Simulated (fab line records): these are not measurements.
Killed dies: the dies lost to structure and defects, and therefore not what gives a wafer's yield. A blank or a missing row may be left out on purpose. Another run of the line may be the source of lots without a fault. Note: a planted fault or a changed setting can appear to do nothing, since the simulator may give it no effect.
Which tool did it? || flow n5 finfet || 9 lots, 26 wafers sampled, at 3 steps of a route of 1938

## WHAT THE GAUGES READ, wafer by wafer
N5_GATE_CUT_INSPECT_15: inspects for defects (brightfield).
{"lot": "L663", "measured": "day 4 18:56", "on": "defect inspect-02", "raw defect count": "149 154 112"}
{"lot": "L667", "measured": "day 5 16:47", "on": "defect inspect-02", "raw defect count": "237 168 240"}
{"lot": "L670", "measured": "day 6 12:24", "on": "defect inspect-01", "raw defect count": "106 131 148"}
{"lot": "L671", "measured": "day 6 21:16", "on": "defect inspect-01", "raw defect count": "112 68"}
{"lot": "L672", "measured": "day 7 03:07", "on": "defect inspect-01", "raw defect count": "571 543 584"}
{"lot": "L673", "measured": "day 7 10:48", "on": "defect inspect-01", "raw defect count": "204 148 141"}
{"lot": "L676", "measured": "day 8 00:15", "on": "defect inspect-02", "raw defect count": "443 493 420"}
{"lot": "L681", "measured": "day 9 09:27", "on": "defect inspect-01", "raw defect count": "144 185 127"}
{"lot": "L682", "measured": "day 9 11:14", "on": "defect inspect-01", "raw defect count": "113 119 132"}

## WHAT TOOL EACH LOT RAN ON (gives the tool, then ch and the chambers of the sampled wafers, and finally the start)
{"lot": "L663", "N5_GATE_CUT_VAPOR_ETCH_60": "rie metal-01 ch 1, day 4 14:51", "N5_GATE_CUT_HM_DEP_46": "pecvd-04 ch 0,1,2, day 4 18:23"}
{"lot": "L667", "N5_GATE_CUT_VAPOR_ETCH_60": "rie metal-01 ch 1, day 5 13:11", "N5_GATE_CUT_HM_DEP_46": "pecvd-03 ch 0,1, day 5 16:21"}
{"lot": "L670", "N5_GATE_CUT_VAPOR_ETCH_60": "rie metal-01 ch 1, day 6 08:58", "N5_GATE_CUT_HM_DEP_46": "pecvd-03 ch 0,1, day 6 11:57"}
{"lot": "L671", "N5_GATE_CUT_VAPOR_ETCH_60": "rie metal-02 ch 1, day 6 17:19", "N5_GATE_CUT_HM_DEP_46": "pecvd-03 ch 0,1, day 6 20:50"}
{"lot": "L672", "N5_GATE_CUT_VAPOR_ETCH_60": "rie metal-02 ch 0,1, day 6 22:39", "N5_GATE_CUT_HM_DEP_46": "pecvd-03 ch 0,1,2, day 7 02:34"}
{"lot": "L673", "N5_GATE_CUT_VAPOR_ETCH_60": "rie metal-03 ch 0,1, day 7 07:12", "N5_GATE_CUT_HM_DEP_46": "pecvd-04 ch 0,1,2, day 7 10:15"}
{"lot": "L676", "N5_GATE_CUT_VAPOR_ETCH_60": "rie metal-02 ch 0,1, day 7 19:46", "N5_GATE_CUT_HM_DEP_46": "pecvd-03 ch 1,2, day 7 22:47"}
{"lot": "L681", "N5_GATE_CUT_VAPOR_ETCH_60": "rie metal-01 ch 0,1, day 9 05:43", "N5_GATE_CUT_HM_DEP_46": "pecvd-02 ch 0,2, day 9 08:53"}
{"lot": "L682", "N5_GATE_CUT_VAPOR_ETCH_60": "rie metal-01 ch 0,1, day 9 07:50", "N5_GATE_CUT_HM_DEP_46": "pecvd-02 ch 0,1,2, day 9 10:49"}
- N5_GATE_CUT_VAPOR_ETCH_60: etches HfO2 in BCl3/Cl2.
- N5_GATE_CUT_HM_DEP_46: deposits SiO2 from TEOS/O2, target thk 130 nm, time 26.6 s.

## THE ANSWER, worked out from the rows above alone
Rule: the lots themselves supply what counts as usual. The widest of any qualifying gaps counts: lots, ordered by their means at a reading, are off when they make up no more than a third of the lots, leave a main group of 4 or more, and stand apart from it by 3 or more times the standard deviation of that group's means. Not used: any main group whose means are identical at the precision the tables above print for the reading. Also off: a lot with no number at a reading for which 4 or more lots have one. The other lots that the step has rows for count as sound.
Off: L672, L676, at N5_GATE_CUT_INSPECT_15 (raw defect count). The main group has a mean of 144 with a standard deviation of 36.
If a tool, at a process step before that reading, ran all the lots that are off and no sound lot after the first of them, it fits. The gauges at N5_GATE_CUT_INSPECT_15 are tried like those tools. 2 tools fit, rie metal-02 at N5_GATE_CUT_VAPOR_ETCH_60 and pecvd-03 at N5_GATE_CUT_HM_DEP_46, so this cannot tell which one it is.

## WHAT THE SIMULATOR PUT IN
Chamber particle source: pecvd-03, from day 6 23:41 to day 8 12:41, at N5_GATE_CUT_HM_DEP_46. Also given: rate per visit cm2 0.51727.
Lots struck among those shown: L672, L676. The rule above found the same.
